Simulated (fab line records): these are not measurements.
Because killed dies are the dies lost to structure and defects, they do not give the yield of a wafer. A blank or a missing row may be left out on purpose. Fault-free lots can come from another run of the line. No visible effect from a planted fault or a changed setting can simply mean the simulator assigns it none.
8D (eight disciplines) problem report, filled in by code -- flow nandHarc -- the parts of the form that need people (team, actions taken, sign-off) are left out

1. THE ISSUE
Wafers without a fault read 94.12 s, standard deviation 0.27; runLengthS at NHARC_P_BONDPAD_ETCH_24 reads a mean of 77.84 s on 3 wafers belonging to 2 lots. Relative to the usual mean, that is a shift of -60 standard deviations.
The step: etches the open film in CF4/N2, target depth 30 nm, time 72.99 s.
First seen on wafer L525.1, day 9 17:26, on rieDiel-13. The record holds 27 wafers of 9 lots with a number at this step. The rule behind "out" and "out of limits": a value lying over 4 standard deviations away from the usual mean. The rest of the wafers with a number are treated as sound.

2. WHAT IT IS AND WHAT IT IS NOT
question,is,is not
which readings at this step,runLengthS,"drypumpMotorCurrentA, oesProductAu, rfVppV, showerheadPlenumPTorr, throttleValvePct"
which lots,"L525, L528","L513, L514, L515, L516, L517, L518, L534"
which wafers of those lots,"L525.1, L525.5, L528.4","L525.6, L528.3, L528.5"
read on which tools,rieDiel-13,rieDiel-05
when,from day 9 17:26,"up to then (19 sound wafers); but 5 sound wafers of L528, L534 came after"

3. THE SUSPECTS, EACH WITH WHAT RULES IT OUT
Counting: any tool at a process step up to the reading remains a suspect provided it ran every lot that is out. Sound lots after the first of them don't rule it out here, since some wafers of a struck lot are sound.
- rieDiel-13 at NHARC_P_BONDPAD_ETCH_24 (etches the open film in CF4/N2, target depth 30 nm, time 72.99 s): kept. Ran every lot that is out, first one L525 (day 9 17:26); last sound lot up to then L518 (day 7 15:47). Out on those wafers are its own readings of runLengthS.
- In rieDiel-13 at NHARC_P_BONDPAD_ETCH_24, the wafers that are out were processed in chamber 0 and their sound lot-mates in chambers 1, 2, 3.
Left after counting: rieDiel-13 at NHARC_P_BONDPAD_ETCH_24.

4. THE CAUSE (what the simulator had put in)
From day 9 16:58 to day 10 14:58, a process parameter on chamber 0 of rieDiel-13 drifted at NHARC_P_BONDPAD_ETCH_24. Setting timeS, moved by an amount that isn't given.
Counting left only this tool.

5. THE CHAIN OF EFFECTS, in route order
Each row: a reading whose mean over the struck wafers that have a number lies more than 3 standard deviations from the usual. Readings are gone through only where the record gives a usual standard deviation; hours: the median, over the lots, of the time from a lot's start at the first step in this table giving one to that lot's start at this step; sigmas: the change measured in usual standard deviations.
hours,step,reading,usual,on struck wafers,change,sigmas
0,NHARC_P_BONDPAD_ETCH_24,runLengthS,94.12 s,77.84,-16.28,-60
It contains these process steps:
- NHARC_P_BONDPAD_ETCH_24: etches the open film in CF4/N2, target depth 30 nm, time 72.99 s.
Later steps that measure or inspect, where all struck wafers having a row at the step show a number for every such reading and not one has moved that far: NHARC_END_SORT_01.

6. WHAT WOULD HAVE CAUGHT IT SOONER
The fault began at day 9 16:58; the first out-of-limits reading in this record came at day 9 17:26, 0 hours later.
